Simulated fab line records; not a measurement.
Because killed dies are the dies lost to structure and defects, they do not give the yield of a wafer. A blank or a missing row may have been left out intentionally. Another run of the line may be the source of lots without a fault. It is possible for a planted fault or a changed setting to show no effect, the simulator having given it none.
Matching of chambers	flow n5 finfet	N5_BEOL_M0_SAQP_DESCUM_45 on rie diel-01: 4 sister chambers
The step chemistry O2, time 7 s. 8 wafers are shown with their chamber, then 10 later ones without.

## WAFERS, EACH WITH ITS CHAMBER
wafer	chamber	throttle valve pct (%)	showerhead plenum p Torr (Torr)
L079.4	2	20.55	2.06
L079.5	2	20.56	2.06
L085.5	0	20.47	2.23
L085.6	3	20.37	2.13
L088.3	3	20.36	2.12
L088.5	1	20.00	2.23
L092.2	1	20.02	2.23
L092.3	0	20.49	2.22

## WAFERS MISSING THEIR CHAMBER
wafer	throttle valve pct (%)	showerhead plenum p Torr (Torr)
L092.5	20.01	2.23
L093.1	20.20	2.06
L093.3	20.49	2.22
L093.6	20.20	2.06
L094.2	20.22	2.06
L094.3	20.02	2.22
L094.5	20.02	2.22
L097.1	20.40	2.12
L097.2	20.22	2.05
L097.3	20.51	2.22

## WHICH CHAMBER EACH WENT THROUGH
wafer	from the rows above	in truth
L092.5	1	1
L093.1	3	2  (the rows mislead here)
L093.3	0	0
L093.6	3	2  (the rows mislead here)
L094.2	3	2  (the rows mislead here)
L094.3	1	1
L094.5	1	1
L097.1	3	3
L097.2	3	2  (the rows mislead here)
L097.3	0	0
Correct placement for 6 of the 10. Number that these rows cannot place: 0. Placed wrongly: 4.
How it was worked out, from the rows above alone: a wafer's distance from a chamber is the root of the sum, over the readings, of the square of ((its reading less the chamber's mean) divided by the reading's scatter). If the next closest chamber is less than 2 further off than the closest, the wafer can't be placed; otherwise it belongs to the closest. For every chamber, the mean is computed from those of its wafers that are shown. The scatter: the root of (the sum of the squares of (reading less its chamber's mean) over the shown wafers, divided by (wafers less chambers)).
